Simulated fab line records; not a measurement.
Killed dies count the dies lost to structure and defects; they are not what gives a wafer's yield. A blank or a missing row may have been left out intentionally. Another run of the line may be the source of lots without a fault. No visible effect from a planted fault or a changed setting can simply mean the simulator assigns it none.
The same fault as seen by 2 desks ; flow n5_finfet ; each desk has only its own numbers; what lay behind them comes last

## AT THE METROLOGY DESK
What the gauges read for every lot (on any tool): the sampled wafers with a number, averaged. If a lot's mean is further than 4 standard deviations from the usual mean, the lot is out of limits and carries the mark OUT (the distance appears in the brackets).
Columns: A = cd_nm at N5_BEOL_M6_CD_MEAS_35, usual 40.2 nm
lot;first seen here;A
L550;day 9 01:28;40.6
L551;day 9 08:46;39.9
L553;day 9 17:43;40.2
L556;day 10 00:20;40.5
L555;day 10 04:32;40.1
L558;day 10 13:15;40.6
L559;day 14 00:22;40.4
L563;day 14 08:43;40.4
L566;day 14 09:52;40.3
L565;day 14 23:28;39.9
L571;day 15 20:59;40.1
This desk's verdict: no lot among the 11 shows anything out of limits.

## FOR THE TOOL OWNER'S DESK: cvd_co-02
The tool's own readings at N5_BEOL_M6_CVD_78 (deposits Co from CCTBA/H2, target thk 2 nm, time 142.3 s): means of the sampled wafers that have a number, for each lot that ran on this tool. If a lot's mean is further than 4 standard deviations from the usual mean, the lot is out of limits and carries the mark OUT (the distance appears in the brackets).
Columns: A = run_length_s at N5_BEOL_M6_CVD_78, usual 165.2 s
lot;first seen here;A
L553;day 9 18:31;165.1
L555;day 10 05:22;165.4
L558;day 10 14:05;165.0
L559;day 14 01:30;165.3
L563;day 14 09:59;165.9
L566;day 14 12:45;168.2 (+9.0) OUT
This desk's finding: out of limits on L566; first on L566, day 14 12:45 (run_length_s at N5_BEOL_M6_CVD_78). L553, L555, L558, L559, L563 stayed within limits.

## TAKEN TOGETHER
At day 14 12:45, on L566, the tool owner's desk was in a position to raise an alarm.
From the metrology desk's view, nothing was out of limits.
The metrology desk holds a record of L566, inside its limits.
N5_BEOL_M6_CVD_78 was run on cvd_co-02 by each of the lots named.

## WHAT HAD BEEN PUT IN BY THE SIMULATOR
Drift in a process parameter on cvd_co-02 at N5_BEOL_M6_CVD_78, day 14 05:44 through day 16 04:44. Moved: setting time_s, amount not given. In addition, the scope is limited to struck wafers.
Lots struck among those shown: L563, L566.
Delay in hours, fault start to first out-of-limits reading, by desk: the tool owner's desk at 7.
